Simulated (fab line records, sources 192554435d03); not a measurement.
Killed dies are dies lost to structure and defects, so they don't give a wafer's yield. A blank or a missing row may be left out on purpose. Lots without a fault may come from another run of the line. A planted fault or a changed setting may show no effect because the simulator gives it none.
Chamber matching | flow n5_finfet | N5_BEOL_M10_CMP_52 on cmp-02: 4 sister chambers
The step polishes, stops on SiCOH lowk, t overpolish 7 s, target thk 140 nm. 16 wafers are shown with their chamber, then 8 later ones without.

WAFERS WITH THEIR CHAMBER
wafer  | chamber | motor_current_A (A) | overpolish_run_s (s) | retaining_ring_pressure_frac
L077.1 | 0       | 5.7                 | 6.994                | 0.992
L077.4 | 1       | 5.8                 | 6.999                | 0.995
L077.6 | 0       | 5.6                 | 7.006                | 0.993
L076.1 | 3       | 7.4                 | 7.000                | 0.995
L076.4 | 2       | 5.6                 | 7.008                | 1.002
L076.5 | 3       | 7.6                 | 6.997                | 1.000
L083.1 | 3       | 7.1                 | 6.991                | 0.998
L083.3 | 1       | 6.0                 | 7.009                | 0.989
L083.5 | 0       | 5.6                 | 6.997                | 0.994
L084.1 | 1       | 6.0                 | 6.999                | 1.005
L084.3 | 3       | 7.3                 | 6.977                | 0.997
L084.5 | 3       | 7.6                 | 6.998                | 0.997
L086.2 | 0       | 5.4                 | 7.010                | 0.996
L086.4 | 2       | 5.4                 | 7.010                | 1.011
L086.6 | 2       | 5.5                 | 7.010                | 1.001
L089.1 | 0       | 5.7                 | 6.998                | 1.001

SIGNATURES (means of the wafers above)
reading                      | chamber 0 | chamber 1 | chamber 2 | chamber 3 | scatter within a chamber
motor_current_A              | 5.600     | 5.933     | 5.500     | 7.400     | 0.155
overpolish_run_s             | 7.00100   | 7.00233   | 7.00933   | 6.99260   | 0.00706
retaining_ring_pressure_frac | 0.99520   | 0.99633   | 1.00467   | 0.99740   | 0.00461
Rule: a wafer's distance from a chamber is the root of the sum, over the readings, of the square of ((its reading less the chamber's mean) divided by the reading's scatter). The wafer belongs to the nearest chamber; if the next one is less than 2 further off, it can't be placed. The scatter: the root of (the sum of the squares of (reading less its chamber's mean) over the shown wafers, divided by (wafers less chambers)).

WAFERS WITHOUT THEIR CHAMBER
wafer  | motor_current_A (A) | overpolish_run_s (s) | retaining_ring_pressure_frac
L089.3 | 5.6                 | 6.989                | 1.001
L089.4 | 5.9                 | 7.000                | 1.006
L090.1 | 7.6                 | 7.003                | 1.007
L090.2 | 5.9                 | 7.007                | 1.005
L090.3 | 5.3                 | 6.998                | 1.001
L095.2 | 6.1                 | 6.993                | 0.994
L095.4 | 7.5                 | 7.007                | 0.999
L095.6 | 7.5                 | 7.004                | 0.996

WHICH CHAMBER EACH WENT THROUGH
wafer  | from the rows above          | in truth
L089.3 | can't be placed: 0 or 1 or 2 | 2
L089.4 | can't be placed: 1 or 2 or 0 | 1
L090.1 | 3                            | 3
L090.2 | can't be placed: 1 or 2 or 0 | 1
L090.3 | can't be placed: 2 or 0      | 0
L095.2 | can't be placed: 1 or 0      | 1
L095.4 | 3                            | 3
L095.6 | 3                            | 3
Placed correctly: 3 of 8. Can't be placed from these rows: 5 (the true chamber is among the candidates in 5). Placed wrongly: 0.
